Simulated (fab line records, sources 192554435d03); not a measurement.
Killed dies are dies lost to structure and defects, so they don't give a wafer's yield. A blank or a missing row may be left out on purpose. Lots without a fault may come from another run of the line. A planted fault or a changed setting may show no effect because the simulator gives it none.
Split-lot experiment | flow n5_finfet | 7 lots, 21 wafers read, on a route of 1938 steps

THE SPLIT
At N5_BEOL_M1_ETCH_64 (etches SOC in N2/H2, target depth 75 nm, overetch 15 nm, time 112.5 s), the setting source_w was moved away from the recipe's 840 W on 8 of the 21 wafers read, by -15.6% to +7.7%. The other wafers ran this setting at the recipe's value.

The reading is taken at the split's own step.

THE READING
rf_vpp_V, in V, at N5_BEOL_M1_ETCH_64 (etches SOC in N2/H2, target depth 75 nm, overetch 15 nm, time 112.5 s). Fault-free wafers of this fab line usually give 523.9 V, standard deviation 2.1 V.

wafer  | tool, chamber at the split | source_w as run, W | against the recipe | rf_vpp_V, V | against lot-mates on the recipe
L076.4 | rie_diel-06, 3             | 840                | recipe             | 520.5       | -
L076.5 | rie_diel-06, 1             | 840                | recipe             | 523.6       | -
L076.6 | rie_diel-06, 3             | 840                | recipe             | 522.0       | -
L074.3 | rie_diel-04, 1             | 709.3              | -15.6%             | 552.8       | +29.3
L074.4 | rie_diel-04, 0             | 840                | recipe             | 523.5       | -
L074.6 | rie_diel-04, 0             | 709.3              | -15.6%             | 552.8       | +29.3
L079.3 | rie_diel-06, 2             | 840                | recipe             | 523.1       | -
L079.5 | rie_diel-06, 3             | 840                | recipe             | 522.2       | -
L079.6 | rie_diel-06, 2             | 840                | recipe             | 522.4       | -
L085.1 | rie_diel-06, 3             | 904.8              | +7.7%              | 507.5       | -16.4
L085.2 | rie_diel-06, 0             | 840                | recipe             | 523.9       | -
L085.6 | rie_diel-06, 2             | 904.8              | +7.7%              | 509.6       | -14.3
L093.4 | rie_diel-06, 2             | 788.8              | -6.1%              | 534.8       | +11.8
L093.5 | rie_diel-06, 1             | 840                | recipe             | 523.0       | -
L093.6 | rie_diel-06, 3             | 788.8              | -6.1%              | 530.9       | +7.9
L095.1 | rie_diel-02, 2             | 840                | recipe             | 523.6       | -
L095.2 | rie_diel-02, 1             | 729.3              | -13.2%             | 550.7       | +26.5
L095.3 | rie_diel-02, 0             | 840                | recipe             | 524.9       | -
L096.4 | rie_diel-02, 3             | 840                | recipe             | 524.0       | -
L096.5 | rie_diel-02, 3             | 730.7              | -13.0%             | 549.2       | +24.5
L096.6 | rie_diel-02, 0             | 840                | recipe             | 525.4       | -

THE FIT
A straight line over all 21 wafers: rf_vpp_V changes by -1.93 V for each +1% of source_w; r = -0.99; the points scatter about the line by 1.5 V.
The same after taking each lot's own level away (the mean of its wafers on the recipe; 21 wafers): -1.91 V for each +1%; r = -1.00; scatter 1.1 V.
On that fit, the largest move of source_w shifts the reading by 30 V.
The lots' own levels span 522.03 to 524.70 V, that is 1.3 times the standard deviation above.
So the lot-to-lot level changes the slope little: the two slopes agree.
Check: with one of the wafers moved furthest among these (-15.6%) left out of the fit, the line predicts +29.5 V for it against its lot-mates. It came out at +29.3 V against them.
Tool readings at the split's step, against how far the setting was moved: rf_vpp_V r = -0.99.

OTHER SPLITS ON THESE WAFERS
These wafers also went through other splits before the reading. Each is held against what the fit with the lots' levels taken away leaves over:
other split on the same wafers          | wafers away from the commonest value | r with rf_vpp_V (lot level and that fit taken away)
N5_HKMG_FIN_EXPOSE_46 dose_mj           | 6                                    | -0.25
N5_HKMG_FIN_ETCH_55 bias_w              | 7                                    | -0.09
N5_GATE_CUT_ETCH_58 time_s              | 6                                    | +0.13
N5_MOL_CONTACT_COAG_ALD_27 time_s       | 8                                    | +0.21
N5_MOL_CONTACT_COAG_ETCHBACK_134 time_s | 10                                   | +0.34
N5_BEOL_M0_SAQP_PECVD_96 time_s         | 9                                    | +0.63

THE FILE'S OWN FIT
rf_vpp_V changes by -1.91 V for each +1% of source_w, r = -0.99.
